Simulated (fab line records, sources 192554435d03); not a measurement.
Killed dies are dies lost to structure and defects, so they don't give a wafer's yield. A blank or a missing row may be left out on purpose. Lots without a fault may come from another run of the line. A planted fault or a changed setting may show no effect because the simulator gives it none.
fab line records | flow n5_finfet
record lots=6 wafers=17 last_day=19
route steps=1938 shown HKMG_FIN@450 PASSIVATION@1936
lots that met no fault: from a run of the same line without faults
start_h: hours from the record's first day to the start of the lot's first wafer shown | wait_h: hours since the lot's step before | " the same as in the row above | L1.1+2: a row that stands for several wafers | - no value, or no start given | * or withheld: withheld | < > ~ a bound
route shown NAME@n: a module of which the file shows steps, and the number in the route of the first | usual: mean/standard deviation of fault-free wafers | same: alike in all rows | chamber/n: place in a boat | sites: the reading at each site | _std_site: their standard deviation | _edge_site: outer sites' mean less inner sites' | radius_mm: how far each site lies from the wafer's centre | mask NAME#n: copy n | behind: the tool/chamber that last shaped the wafer | hold: why the lot was held/for how many hours/how that ended | device: the transistor (n, p or np) that didn't switch | end of line: the same wafers' tests at the end of the route | a step without rows: its recipe alone | killed: dies lost to structure and defects at the first sort, not the wafer's yield | map: a wafer's dies, x killed, . not, _ none there
set.NAME: the setting as run; set.NAME@STEP: as run at that earlier step | model.NAME: the simulator's own value behind a step, which no gauge read
lots at some steps of the route; a table a step, a row a wafer
services: from which hour (start_h, from the record's first day; less than 0 if before it) a tool's chamber was out of use, for how many hours, and why
## steps
# step N5_HKMG_FIN_COAT_66
# recipe resist=SOC temp_c=250 time_s=60 spin_rpm=1500 resist_thk_nm=300
# step N5_HKMG_FIN_ETCH_67
# recipe chemistry=N2/H2 target=SOC target_depth_a=3889 stop_on=TiN ion_energy_ev=100 bias_w=61 pressure_mtorr=30 source_w=850 n2_flow_sccm=200 h2_flow_sccm=200
# step N5_HKMG_FIN_STRIP_90
# recipe chemistry=N2/H2 material=SOC time_s=20 power_w=500 temp_c=40 pressure_mtorr=50 rf_frequency_hz=6e+07 bias_power_w=8 h2_frac=0.5 n2_flow_sccm=300 h2_flow_sccm=300
# usual chamber_pressure_mTorr=50.00/0.051 drypump_motor_current_A=5.8/0.4 oes_product_au=0.77/0.098 rf_vpp_V=54.2/0.85 showerhead_plenum_p_Torr=3.38/0.12 throttle_valve_pct=18.97/0.21
# columns lot.wafer tool chamber start_h wait_h chamber_pressure_mTorr drypump_motor_current_A oes_product_au rf_hours_counter_h rf_vpp_V showerhead_plenum_p_Torr throttle_valve_pct
L632.2 rie_diel-03 1 80.91 0.0 49.91 6.1 0.70 237 53.9 3.34 18.98
L632.5 " 0 " " 49.94 6.2 0.72 - 52.2 3.49 19.09
L640.3 rie_diel-03 2 128.14 0.0 49.96 5.2 0.70 227 54.2 3.30 18.98
L640.4 " 0 " " 50.02 6.2 0.70 - 54.7 3.48 19.14
L640.6 " 2 " " 49.99 5.2 0.70 - 54.2 3.30 18.97
L641.2 rie_diel-03 1 132.14 0.0 49.92 6.1 0.69 261 53.8 3.32 19.00
L641.3 " 0 " " 49.93 6.2 0.71 182 54.8 3.48 19.14
L641.5 " 2 " " 49.97 5.2 0.69 - 53.7 3.30 18.99
L648.3 rie_diel-01 2 174.44 0.0 50.01 5.5 0.88 42 54.9 3.42 18.81
L648.4 " 0 " " 50.06 5.2 0.78 100 54.0 3.52 18.74
L648.6 " 3 " " 50.00 5.7 0.93 - 54.3 3.58 19.27
L651.1 rie_diel-05 1 199.14 0.0 49.99 5.5 0.67 236 52.7 3.29 18.98
L651.2 " 3 " " 49.96 6.1 0.72 209 54.3 3.19 18.88
L651.4 " 2 " " 49.93 6.1 0.72 179 54.4 3.48 18.99
L653.1 rie_diel-03 3 211.64 0.0 50.05 5.1 0.70 199 55.1 3.19 18.94
L653.4 " 3 " " 50.03 5.2 0.70 - 52.8 3.19 18.95
L653.5 " 0 " " 49.99 6.2 0.67 - 54.8 3.46 19.20
# step N5_HKMG_FIN_WET_ETCH_73
# recipe chemistry=SC1 mix=1:2:40 temp_c=50 time_s=42.3 target_depth_nm=1.3 dry=ipa_marangoni rinse_time_s=30 rinse_temp_c=23
# step N5_HKMG_FIN_ETCHBACK_68
# recipe chemistry=Cl2/Ar stop_on=HfO2 target_depth_a=5 pressure_mtorr=10 icp_w=600 bias_w=60 Cl2_flow_sccm=40 Ar_flow_sccm=60
# usual chamber_pressure_mTorr=10.001/0.0098 drypump_motor_current_A=6.01/0.27 oes_product_au=0.76/0.13 throttle_valve_pct=20.78/0.19
# columns lot.wafer tool chamber start_h wait_h chamber_pressure_mTorr drypump_motor_current_A oes_product_au rf_hours_counter_h throttle_valve_pct
L632.2 rie_metal-02 0 81.06 0.0 9.996 5.66 0.97 1 20.82
L632.5 " 0 " " 10.003 5.64 0.98 - 20.81
L640.3 rie_metal-03 1 128.34 0.1 10.006 5.98 0.58 - 20.91
L640.4 " 0 " " 10.007 5.85 0.85 - 21.01
L640.6 " 0 " " 10.003 5.87 0.85 - 20.99
L641.2 rie_metal-02 1 132.30 0.0 10.000 6.33 0.67 89 20.59
L641.3 " 1 " " 9.996 6.29 0.67 - 20.58
L641.5 " 0 " " 9.998 5.65 0.93 - 20.82
L648.3 rie_metal-01 1 174.68 0.1 10.008 6.40 0.71 - 20.51
L648.4 " 1 " " 9.999 6.40 0.72 - 20.49
L648.6 " 1 " " 9.997 6.37 0.71 - 20.52
L651.1 rie_metal-02 1 199.30 0.0 10.000 6.28 0.65 94 20.59
L651.2 " 0 " " 9.989 5.61 0.90 10 20.84
L651.4 " 0 " " 9.994 5.55 0.90 - 20.87
L653.1 rie_metal-02 0 211.80 0.0 10.002 5.62 0.89 12 20.86
L653.4 " 1 " " 9.983 6.26 0.66 - 20.60
L653.5 " 1 " " 9.992 6.22 0.65 - 20.59
# step N5_HKMG_FIN_STRIP_69
# recipe chemistry=N2/H2 power_w=2500 temp_c=300 h2_frac=0.65 time_s=360 pressure_mtorr=withheld n2_flow_sccm=1750 h2_flow_sccm=3250
# usual drypump_motor_current_A=5.8/0.44 heater_power_w=495/42
# columns lot.wafer tool chamber start_h wait_h drypump_motor_current_A heater_power_w rf_hours_counter_h
L632.2 plasma_asher-02 0 81.21 0.1 6.5 522 88
L632.5 " 1 " " 5.7 507 -
L640.3 plasma_asher-01 1 128.56 0.2 5.4 431 -
L640.4 " 0 " " 5.5 511 -
L640.6 " 0 " " 5.6 508 -
L641.2 plasma_asher-02 1 132.44 0.1 5.7 501 99
L641.3 " 0 " " 6.5 536 -
L641.5 " 0 " " 6.4 545 -
L648.3 plasma_asher-01 0 174.98 0.3 5.5 515 -
L648.4 " 1 " " 5.3 431 -
L648.6 " 1 " " 5.3 408 -
L651.1 plasma_asher-02 1 199.44 0.1 5.7 518 111
L651.2 " 0 " " 6.5 510 111
L651.4 " 1 " " 5.7 513 -
L653.1 plasma_asher-01 1 211.94 0.1 5.3 426 62
L653.4 " 0 " " 5.5 516 -
L653.5 " 1 " " 5.3 420 -
# step N5_HKMG_FIN_ALD_21
# recipe material=TiN target_thk_a=15 temp_c=400 ald_precursor_family=TiCl4 ald_co_reactant=NH3 pulse_time_s=1 purge_time_s=3 co_reactant_purge_time_s=2 co_reactant_pulse_time_s=2 ald_cycles=68 pressure_torr=3
# step N5_HKMG_FIN_ALD_72
# recipe material=W target_thk_a=20 temp_c=300 pressure_torr=7.5 ald_precursor_family=WF6 ald_co_reactant=B2H6 pulse_time_s=1 purge_time_s=2 co_reactant_purge_time_s=2 co_reactant_pulse_time_s=3 ald_cycles=7
# usual heater_power_w=444/47 precursor_pulse_height_rel=0.999/0.021
# columns lot.wafer tool chamber start_h wait_h heater_power_w precursor_pulse_height_rel
L632.2 cvd_w-02 1 81.95 0.2 456 0.990
L632.5 " 1 " " 454 1.003
L640.3 cvd_w-02 1 129.21 0.2 463 0.984
L640.4 " 0 " " 435 0.990
L640.6 " 0 " " 442 1.004
L641.2 cvd_w-02 1 133.19 0.2 462 1.022
L641.3 " 1 " " 440 1.030
L641.5 " 0 " " 447 1.036
L648.3 cvd_w-01 1 175.62 0.2 524 0.996
L648.4 " 0 " " 340 0.997
L648.6 " 1 " " 513 0.963
L651.1 cvd_w-01 1 200.18 0.2 515 0.991
L651.2 " 0 " " 353 1.005
L651.4 " 0 " " 347 0.967
L653.1 cvd_w-01 1 212.69 0.2 508 0.994
L653.4 " 1 " " 516 1.022
L653.5 " 1 " " 525 0.983
# step N5_HKMG_FIN_W_FILL_22
# recipe material=W target_thk_a=600 temp_c=400 pressure_torr=39.4 time_s=18.2
# step N5_HKMG_FIN_PRECLEAN_83
# recipe chemistry=DIW time_s=57.5 temp_c=23
# step N5_HKMG_FIN_SRD_84
# recipe dry_time_s=32 dry=n2_spin spin_rpm=1500
# step N5_HKMG_FIN_CMP_23
# recipe stop_on=SiNx t_overpolish_s=10 post_cmp_clean=rinse_only down_force_psi=4 platen_rpm=50.289 pad_velocity_m_s=1.0006 target_thk_nm=46.326
# usual motor_current_A=11.6/1.6 overpolish_run_s=9.999/0.0087 platen_rpm=50.29/0.035 time_to_endpoint_s=12.7/2.1
# columns lot.wafer tool chamber start_h wait_h motor_current_A overpolish_run_s platen_rpm time_to_endpoint_s
L632.2 cmp-02 0 82.28 0.2 12.4 9.984 50.34 15.9
L632.5 " 3 " " 14.1 10.008 50.26 11.7
L640.4 cmp-02 2 129.44 0.1 11.8 10.011 50.29 10.9
L640.3 " 0 " " 13.3 10.003 50.26 14.7
L640.6 " 1 " " 11.9 9.990 50.32 13.8
L641.3 cmp-02 2 133.52 0.2 12.8 9.997 50.28 11.3
L641.2 " 3 " " 13.6 9.989 50.21 11.6
L641.5 " 1 " " 12.4 9.992 50.27 12.4
L648.4 cmp-02 1 175.77 0.0 11.2 10.001 50.26 14.1
L648.3 " 3 " " 13.7 9.999 50.23 10.3
L648.6 " 1 " " 11.5 9.995 50.23 16.9
L651.4 cmp-04 3 200.43 0.1 9.7 9.998 50.28 15.3
L651.2 " 0 " " 9.3 9.999 50.29 14.0
L651.1 " 1 " " 12.9 9.992 50.27 13.0
L653.4 cmp-03 3 212.94 0.1 13.8 9.993 50.37 13.8
L653.1 " 0 " " 10.8 9.999 50.29 12.5
L653.5 " 2 " " 11.0 9.993 50.26 9.1
# step N5_HKMG_FIN_CMP_94
# recipe stop_on=SiNx post_cmp_clean=w_dilute_nh4oh t_overpolish_s=4.7 down_force_psi=4 platen_rpm=50.289 pad_velocity_m_s=1.0006 target_thk_nm=43.299
# usual motor_current_A=11.6/1.6 platen_rpm=50.29/0.039
# columns lot.wafer tool chamber start_h wait_h motor_current_A platen_rpm
L632.2 cmp-02 0 82.66 0.3 13.2 50.24
L632.5 " 3 " " 13.4 50.30
L640.4 cmp-02 2 129.87 0.3 12.2 50.23
L640.3 " 0 " " 12.9 50.27
L640.6 " 1 " " 11.8 50.28
L641.3 cmp-02 2 133.90 0.3 12.1 50.31
L641.2 " 3 " " 13.6 50.38
L641.5 " 1 " " 11.5 48.32
L648.4 cmp-02 1 176.25 0.4 11.9 48.29
L648.3 " 3 " " 13.8 50.27
L648.6 " 1 " " 11.9 48.28
L651.4 cmp-04 3 200.86 0.3 9.2 50.34
L651.2 " 0 " " 9.3 50.23
L651.1 " 1 " " 13.2 50.34
L653.4 cmp-03 3 213.37 0.3 14.0 50.35
L653.1 " 0 " " 11.0 50.25
L653.5 " 2 " " 11.7 50.24
# step N5_PASSIVATION_PROBE_49
# usual killed_at_M0_to_M3=33/9.9 killed_at_M4_up=14/6.4 killed_at_contacts=12/7 killed_at_front_end=41/13 killed_at_other=3.1/2.9 killed_dies=103/20 killed_on_rim=13/4 killed_open=67/14 killed_short=34/9.4
# same gross_dies=1180 killed_at_back_side=0
# columns lot.wafer tool chamber start_h wait_h killed_at_M0_to_M3 killed_at_M4_up killed_at_contacts killed_at_front_end killed_at_other killed_dies killed_on_rim killed_open killed_short
L632.2 prober-02 - 265.61 0.1 46 12 22 31 5 116 13 82 31
L632.5 prober-02 - 265.76 0.2 35 11 21 15 3 85 16 55 28
L640.3 prober-01 - 305.09 0.1 57 2 8 65 3 135 12 81 50
L640.4 prober-01 - 305.14 0.2 37 11 8 50 3 109 13 71 38
L640.6 prober-01 - 305.24 0.3 37 8 8 38 6 97 15 63 32
L641.2 prober-01 - 319.07 0.1 29 21 10 41 3 104 15 60 41
L641.3 prober-01 - 319.12 0.1 32 5 4 72 2 115 15 68 47
L641.5 prober-01 - 319.22 0.2 32 17 20 32 2 103 16 82 21
L648.3 prober-02 - 395.21 0.1 15 15 17 48 3 98 19 60 35
L648.4 prober-02 - 395.26 0.2 29 8 15 36 7 95 13 57 36
L648.6 prober-02 - 395.36 0.3 25 8 12 27 2 74 10 49 23
L651.1 prober-02 - 421.08 0.0 22 16 9 49 6 102 12 75 27
L651.2 prober-02 - 421.13 0.1 26 14 5 30 0 75 11 50 22
L651.4 prober-02 - 421.23 0.2 42 11 10 28 3 94 11 67 26
L653.1 prober-01 - 467.40 0.0 26 22 3 50 0 101 13 69 32
L653.4 prober-01 - 467.55 0.2 44 17 14 50 2 127 18 84 43
L653.5 prober-01 - 467.60 0.2 23 19 7 54 1 104 10 75 28
# killed by level:class
L632.2 MOL_CONTACT_COAG:geometric_particle:open=17 BEOL_M3:geometric_particle:open=14 BEOL_M0_SAQP:geometric_particle:short=8 BEOL_M1:geometric_particle:open=6 STI_FIN_REVEAL:geometric_particle:open=5 GATE_CUT:geometric_particle:open=5 MOL_CONTACT_COAG:geometric_particle:short=5 BEOL_M0_SAQP:geometric_particle:open=5
L632.5 MOL_CONTACT_COAG:geometric_particle:open=15 BEOL_M3:geometric_particle:open=14 MOL_CONTACT_COAG:geometric_particle:short=6 BEOL_M0_SAQP:geometric_particle:short=6 BEOL_M0_SAQP:geometric_particle:open=5 BEOL_M1:geometric_particle:open=4 BEOL_M8:geometric_particle:open=3 STARTING-WAFER:geometric_particle:short=3
L640.3 FIN_SAQP:geometric_particle:short=14 BEOL_M3:geometric_particle:open=14 STI_FIN_REVEAL:geometric_particle:open=13 BEOL_M0_SAQP:geometric_particle:short=12 DUMMY_GATE:geometric_particle:open=9 BEOL_M0_SAQP:geometric_particle:open=9 FIN_SAQP:geometric_particle:open=7 MOL_CONTACT_COAG:geometric_particle:open=7
L640.4 STI_FIN_REVEAL:geometric_particle:open=30 BEOL_M3:geometric_particle:open=7 MOL_CONTACT_COAG:geometric_particle:open=7 BEOL_M0_SAQP:geometric_particle:short=7 FIN_SAQP:geometric_particle:short=6 BEOL_M0_SAQP:geometric_particle:open=6 BEOL_M4:geometric_particle:short=6 BEOL_M2:geometric_particle:open=5
L640.6 FIN_SAQP:geometric_particle:short=11 BEOL_M0_SAQP:geometric_particle:open=10 BEOL_M2:geometric_particle:open=10 STI_FIN_REVEAL:geometric_particle:open=8 MOL_CONTACT_COAG:geometric_particle:open=8 FIN_SAQP:geometric_particle:open=7 BEOL_M0_SAQP:geometric_particle:short=7 BEOL_M1:geometric_particle:open=5
L641.2 FIN_SAQP:geometric_particle:short=12 FIN_SAQP:geometric_particle:open=10 BEOL_M4:geometric_particle:open=9 BEOL_M1:geometric_particle:open=7 MOL_CONTACT_COAG:geometric_particle:short=6 BEOL_M0_SAQP:geometric_particle:open=5 BEOL_M3:geometric_particle:open=5 STARTING-WAFER:geometric_particle:short=5
L641.3 FIN_SAQP:geometric_particle:short=30 FIN_SAQP:geometric_particle:open=17 BEOL_M0_SAQP:geometric_particle:open=8 BEOL_M3:geometric_particle:open=8 DUMMY_GATE:geometric_particle:open=6 BEOL_M2:geometric_particle:open=6 STI_FIN_REVEAL:geometric_particle:open=5 BEOL_M1:geometric_particle:open=5
L641.5 MOL_CONTACT_COAG:geometric_particle:open=18 FIN_SAQP:geometric_particle:open=11 BEOL_M3:geometric_particle:open=8 BEOL_M0_SAQP:geometric_particle:open=8 BEOL_M1:geometric_particle:open=7 BEOL_M4:geometric_particle:open=7 ILD0:geometric_particle:open=4 STI_FIN_REVEAL:geometric_particle:open=3
L648.3 FIN_SAQP:geometric_particle:short=19 MOL_CONTACT_COAG:geometric_particle:open=14 FIN_SAQP:geometric_particle:open=12 BEOL_M4:geometric_particle:open=8 BEOL_M2:geometric_particle:open=5 STARTING-WAFER:geometric_particle:open=5 GATE_CUT:geometric_particle:short=4 BEOL_M0_SAQP:geometric_particle:open=4
L648.4 MOL_CONTACT_COAG:geometric_particle:open=14 GATE_CUT:geometric_particle:short=9 FIN_SAQP:geometric_particle:open=7 BEOL_M0_SAQP:geometric_particle:short=7 BEOL_M0_SAQP:geometric_particle:open=7 BEOL_M2:geometric_particle:open=6 FIN_SAQP:geometric_particle:short=5 BEOL_M4:geometric_particle:open=4
L648.6 MOL_CONTACT_COAG:geometric_particle:open=11 BEOL_M0_SAQP:geometric_particle:open=8 FIN_SAQP:geometric_particle:short=6 FIN_SAQP:geometric_particle:open=4 BEOL_M2:geometric_particle:open=4 GATE_CUT:geometric_particle:open=3 STI_FIN_REVEAL:geometric_particle:open=3 BEOL_M3:geometric_particle:open=3
L651.1 FIN_SAQP:geometric_particle:open=17 STI_FIN_REVEAL:geometric_particle:open=7 DUMMY_GATE:geometric_particle:open=6 MOL_CONTACT_COAG:geometric_particle:open=6 GATE_CUT:geometric_particle:short=5 BEOL_M2:geometric_particle:open=5 BEOL_M0_SAQP:geometric_particle:short=4 BEOL_M0_SAQP:geometric_particle:open=4
L651.2 GATE_CUT:geometric_particle:short=8 BEOL_M3:geometric_particle:open=8 MOL_CONTACT_COAG:geometric_particle:open=5 BEOL_M4:geometric_particle:open=5 BEOL_M0:geometric_particle:open=4 FIN_SAQP:geometric_particle:short=3 DUMMY_GATE:geometric_particle:open=3 BEOL_M0_SAQP:geometric_particle:open=3
L651.4 BEOL_M2:geometric_particle:open=11 BEOL_M1:geometric_particle:open=9 MOL_CONTACT_COAG:geometric_particle:open=7 BEOL_M3:geometric_particle:open=7 FIN_SAQP:geometric_particle:open=5 BEOL_M4:geometric_particle:open=5 FIN_SAQP:geometric_particle:short=4 STI_FIN_REVEAL:geometric_particle:open=4
L653.1 BEOL_M4:geometric_particle:open=16 STI_FIN_REVEAL:geometric_particle:open=15 BEOL_M3:geometric_particle:open=10 FIN_SAQP:geometric_particle:short=6 BEOL_M1:geometric_particle:open=6 DUMMY_GATE:geometric_particle:open=5 BEOL_M0_SAQP:geometric_particle:short=5 STI_FIN_REVEAL:geometric_particle:short=4
L653.4 STI_FIN_REVEAL:geometric_particle:open=18 MOL_CONTACT_COAG:geometric_particle:open=10 BEOL_M1:geometric_particle:open=10 BEOL_M3:geometric_particle:open=10 FIN_SAQP:geometric_particle:open=8 BEOL_M1:geometric_particle:short=8 BEOL_M4:geometric_particle:open=8 BEOL_M0_SAQP:geometric_particle:short=6
L653.5 STI_FIN_REVEAL:geometric_particle:open=12 FIN_SAQP:geometric_particle:open=10 BEOL_M3:geometric_particle:open=10 FIN_SAQP:geometric_particle:short=9 BEOL_M4:geometric_particle:open=9 DUMMY_GATE:geometric_particle:open=6 MOL_CONTACT_COAG:geometric_particle:open=6 BEOL_M1:geometric_particle:open=4
## services
# columns tool chamber start_h hours kind
rie_diel-01 1 59.08 2.7 repair
cvd_w-01 - 59.13 1.0 repair
rie_diel-03 3 60.64 132.0 repair
cmp-02 - 73.72 6.8 pm
rie_diel-01 2 79.65 27.8 repair
cmp-04 - 79.88 2.4 repair
cmp-03 - 82.32 1.6 repair
plasma_asher-01 - 82.60 2.8 pm
rie_metal-01 - 96.00 1.4 pm
plasma_asher-01 - 112.36 0.9 repair
rie_metal-03 - 112.60 2.8 pm
rie_metal-02 0 113.13 4.5 repair
rie_metal-03 - 129.22 1.4 pm
plasma_asher-02 - 140.60 4.3 pm
rie_diel-05 - 147.61 14.6 pm
cmp-02 - 154.34 1.1 repair
cmp-02 - 163.53 4.0 pm
cmp-03 - 167.46 0.8 repair
cmp-02 - 167.53 - consumable_replace:conditioner
cmp-02 - 167.53 - consumable_replace:pad
rie_diel-05 0 175.21 1.2 repair
cmp-04 - 178.02 4.0 pm
rie_metal-01 - 179.36 0.6 repair
cvd_w-02 1 196.63 7.4 repair
## key
first_sign step=N5_HKMG_FIN_CMP_94 reading=platen_rpm direction=down sigmas=51 usual=50.29 struck=48.30
effect none on later readings
met_at N5_HKMG_FIN_CMP_94
struck_wafers L641.5,L648.4,L648.6
tester_left_out L641,L648
onset_between 129.87 133.90
fault kind=process_parameter_drift tool=cmp-02 chamber=1 onset_h=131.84 steps=N5_HKMG_FIN_CMP_94 channel=platen_rpm offset=-2.0116 shape=step end_h=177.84 acts_in=these_recipes_only stated=50.289
# tester_left_out: of these lots the tester's yield and bins aren't shown, on N5 and GAA mostly nor the transistor test; their killed dies are dies lost to structure and defects alone, not to doping, threshold or leakage, so they don't give the yield
